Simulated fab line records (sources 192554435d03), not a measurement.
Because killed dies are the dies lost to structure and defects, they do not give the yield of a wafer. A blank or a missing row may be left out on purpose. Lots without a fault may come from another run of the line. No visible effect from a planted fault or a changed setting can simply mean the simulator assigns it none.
A lot that was struck, set against a sound lot -- flow n5 finfet -- 41 steps out of a route of 1938
Sound: these wafers, L454.1, L454.3, L454.4. Struck: wafer L469.4. (L469.3, L469.6 of the same lot were not struck and are left out.) The cause comes at the end.
Order at every step that has rows: each side's tool, ch and its chambers, its first start. Under that, the readings that differ: sound wafers -- struck wafers -- difference of the means -- sigmas: that difference in standard deviations of wafers without a fault.
alike: words and numbers the same on both sides, and readings whose means are apart by under 2 such deviations; not compared: readings that were withheld, readings missing a value for some wafer, numbers with overlapping values and no deviation given by the record, and bounds like >300 which may hide the same value.
The two part at a step that has a row with sigmas, a row that says differs or no value, or rows on one side only. When numbers do not overlap yet have no deviation, they are printed without sigmas and do not part them. Lack of a reading on every wafer of one side parts them only where that side has two or more wafers.

first, 7 steps without rows for these wafers: N5_HKMG_FIN_COAT_30 (time 60 s, resist thk 35 nm); N5_HKMG_FIN_COAT_06 (resist thk 90 nm); N5_HKMG_FIN_EBR_08; N5_HKMG_FIN_SOFTBAKE_07 (time 60 s); N5_HKMG_FIN_EXPOSE_09 (exposes mask NWFM); N5_HKMG_FIN_PEB_10 (peb time 60 s); N5_HKMG_FIN_DEVELOP_11 (develop time 30 s).
N5_HKMG_FIN_CD_MEAS_12 targets a cd of 92.8 nm.
  sound on cd sem-01 ch 0, day 4 12:14; struck on cd sem-03 ch 0, day 8 08:08
reading,sound,struck,difference,sigmas
cd nm (nm),92.8 93.0 93.3,94.1,+1.1,+2
N5_HKMG_FIN_OVL_MEAS_13:
  sound on overlay-02 ch 0, day 4 12:16; struck on overlay-02 ch 0, day 8 08:10
  alike: NWFM_OVL
N5_HKMG_FIN_INSPECT_14: inspects for defects (macro).
  struck on defect inspect-01, day 8 08:12; sound on defect inspect-02, day 4 12:17
  alike: raw defect count
then, 1 step without rows for these wafers: N5_HKMG_FIN_DESCUM_17 (chemistry O2, time 7.9 s).
N5_HKMG_FIN_ETCH_31: etches SiARC in CF4, target depth 45.5 nm, time 75.8 s.
  sound on rie diel-02 ch 1,2,3, day 4 12:21; struck on rie diel-02 ch 0, day 8 08:16
reading,sound,struck,difference,sigmas
rf vpp V (V),184.8 184.5 184.2,181.6,-2.9,-2
showerhead plenum p Torr (Torr),2.14 2.21 2.22,2.04,-0.15,-2
  alike: bias w, drypump motor current A, etch rf on time s, oes product au, throttle valve pct
  not compared: rf hours counter h
N5_HKMG_FIN_ETCH_32: etches SOC in N2/H2, target depth 240 nm, time 300 s.
  sound on rie diel-02 ch 1,2,3, day 4 12:25; struck on rie diel-02 ch 0, day 8 08:19
reading,sound,struck,difference,sigmas
rf vpp V (V),523.9 525.6 526.0,520.0,-5.2,-2
showerhead plenum p Torr (Torr),2.54 2.65 2.64,2.40,-0.21,-3
  alike: bias w, drypump motor current A, oes product au, throttle valve pct
  not compared: rf hours counter h
then, 3 steps without rows for these wafers: N5_HKMG_FIN_STRIP_33 (strips in N2/H2); N5_HKMG_FIN_STRIP_34 (strips in CF4); N5_HKMG_FIN_ETCH_35 (etches SOC in N2/H2, target depth 215.8 nm, time 243.4 s).
N5_HKMG_FIN_STRIP_92: strips SOC in N2/H2, time 20 s.
  sound on rie diel-02 ch 1,2,3, day 4 12:46; struck on rie diel-02 ch 0, day 8 08:41
reading,sound,struck,difference,sigmas
showerhead plenum p Torr (Torr),3.36 3.50 3.49,3.18,-0.27,-2
  alike: drypump motor current A, oes product au, rf vpp V, throttle valve pct
  not compared: rf hours counter h
then, 14 steps without rows for these wafers: N5_HKMG_FIN_WET_ETCH_18 (etches TiN in SC1, time 55 s, target depth 5.2 nm, rinse time 30 s); N5_HKMG_FIN_STRIP_19 (strips in N2/H2, time 360 s); N5_HKMG_FIN_ALD_91 (deposits TiN, target thk 1 nm, pulse time 1 s, purge time 3 s); N5_HKMG_FIN_COAT_85 (time 60 s, resist thk 300 nm); N5_HKMG_FIN_ETCH_86 (etches SOC in N2/H2, stops on TiN, target depth 393.2 nm); N5_HKMG_FIN_STRIP_89 (strips SOC in N2/H2, time 20 s); N5_HKMG_FIN_WET_ETCH_87 (etches TiN in SC1, time 154.2 s, target depth 4.7 nm, rinse time 30 s); N5_HKMG_FIN_STRIP_88 (strips in N2/H2, time 360 s); N5_HKMG_FIN_NWFM_ALD_20 (deposits TiAlC, target thk 2 nm, pulse time 3 s, purge time 2 s); N5_HKMG_FIN_ALD_71 (deposits TiN, target thk 1 nm, pulse time 1 s, purge time 3 s); N5_HKMG_FIN_COAT_66 (time 60 s, resist thk 300 nm); N5_HKMG_FIN_ETCH_67 (etches SOC in N2/H2, stops on TiN, target depth 388.9 nm); N5_HKMG_FIN_STRIP_90 (strips SOC in N2/H2, time 20 s); N5_HKMG_FIN_WET_ETCH_73 (etches the open film in SC1, time 42.3 s, target depth 1.3 nm, rinse time 30 s).
N5_HKMG_FIN_ETCHBACK_68: etches the open film in Cl2/Ar, stops on HfO2, target depth 0.5 nm.
  sound on rie metal-01 ch 0,1, day 4 14:56; struck on rie metal-02 ch 1, day 8 10:58
reading,sound,struck,difference,sigmas
drypump motor current A (A),5.6 5.4 5.5,6.4,+0.9,+2
  alike: bias w, he backside leak sccm, oes product au, throttle valve pct
  not compared: rf hours counter h
then, 1 step without rows for these wafers: N5_HKMG_FIN_STRIP_69 (strips in N2/H2, time 360 s).
N5_HKMG_FIN_ALD_21: deposits TiN, target thk 1.5 nm, pulse time 1 s, purge time 3 s.
  sound on ald metal-04 ch 0,1,3, day 4 15:28; struck on ald metal-02 ch 0, day 8 11:28
  alike: heater power w, precursor pulse height rel
N5_HKMG_FIN_ALD_72: deposits W, target thk 2 nm, pulse time 1 s, purge time 2 s.
  sound on cvd w-02 ch 0,1, day 4 15:50; struck on cvd w-02 ch 0, day 8 11:52
  alike: heater power w, precursor pulse height rel
then, 5 steps without rows for these wafers: N5_HKMG_FIN_W_FILL_22 (material W, target thk 60 nm, time 18.2 s); N5_HKMG_FIN_PRECLEAN_83 (cleans in DIW, time 57.5 s); N5_HKMG_FIN_SRD_84 (dry time 32 s); N5_HKMG_FIN_CMP_23 (polishes, stops on SiNx, t overpolish 10 s, target thk 46.326 nm); N5_HKMG_FIN_CMP_94 (polishes, stops on SiNx, t overpolish 4.7 s, target thk 43.299 nm).
-- here the record skips 9 days between the struck wafers' starts before and after, leaving off in module HKMG_FIN and picking up in module PASSIVATION (first step shown: number 1936 of the route) --
N5_PASSIVATION_PROBE_49:
  only the struck wafers here have rows in the record (prober-02, day 17 05:09); the sound ones have none

## WHERE THEY PART
First at N5_HKMG_FIN_CD_MEAS_12; last, within this record, at N5_PASSIVATION_PROBE_49.

WHY: the cause the simulator had injected
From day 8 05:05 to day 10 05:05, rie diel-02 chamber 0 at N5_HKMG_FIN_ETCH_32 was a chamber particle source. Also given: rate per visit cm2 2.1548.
